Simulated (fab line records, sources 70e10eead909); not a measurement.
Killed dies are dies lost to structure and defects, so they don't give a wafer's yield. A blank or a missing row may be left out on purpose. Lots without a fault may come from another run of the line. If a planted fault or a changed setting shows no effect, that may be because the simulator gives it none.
Chamber matching	flow nand_harc	ald_hk-01 running NHARC_A_WL_FILL_ALD_10: 4 sister chambers
The step deposits SiO2, target thk 50 nm, pulse time 10 s, ald cycles 500. 8 wafers are shown with their chamber, then 7 later ones without.

## WAFERS WITH THEIR CHAMBER
wafer	chamber	heater_power_w (W)	precursor_pulse_height_rel
L079.4	1	384	0.990
L086.3	3	532	1.004
L086.1	2	438	0.978
L087.1	3	525	0.982
L087.4	2	446	0.967
L087.5	0	448	0.989
L094.1	1	412	0.979
L094.2	0	449	1.005

## WAFERS MISSING THEIR CHAMBER
wafer	heater_power_w (W)	precursor_pulse_height_rel
L094.3	518	0.976
L094.4	442	1.002
L094.5	437	1.012
L094.6	427	1.019
L096.1	457	1.008
L096.2	417	0.937
L096.5	415	1.012

## EACH ONE'S CHAMBER
wafer	from the rows above	in truth
L094.3	3	3
L094.4	can't be placed: 0 or 2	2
L094.5	can't be placed: 0 or 2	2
L094.6	can't be placed: 0 or 1 or 2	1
L096.1	0	0
L096.2	can't be placed: 2 or 1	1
L096.5	can't be placed: 1 or 0 or 2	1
2 of 7 placed correctly. Can't be placed from these rows: 5 (the true chamber is among the candidates in 5). 0 placed wrongly.
How it was worked out, from the rows above alone: a wafer's distance from a chamber is the root of the sum, over the readings, of the square of ((its reading less the chamber's mean) divided by the reading's scatter). If the next closest chamber is less than 2 further off than the closest, the wafer can't be placed; otherwise it belongs to the closest. A chamber's mean is the mean of its shown wafers. The scatter is the square root of a quotient: the sum, over the shown wafers, of each reading's squared deviation from its chamber's mean, divided by wafers minus chambers.
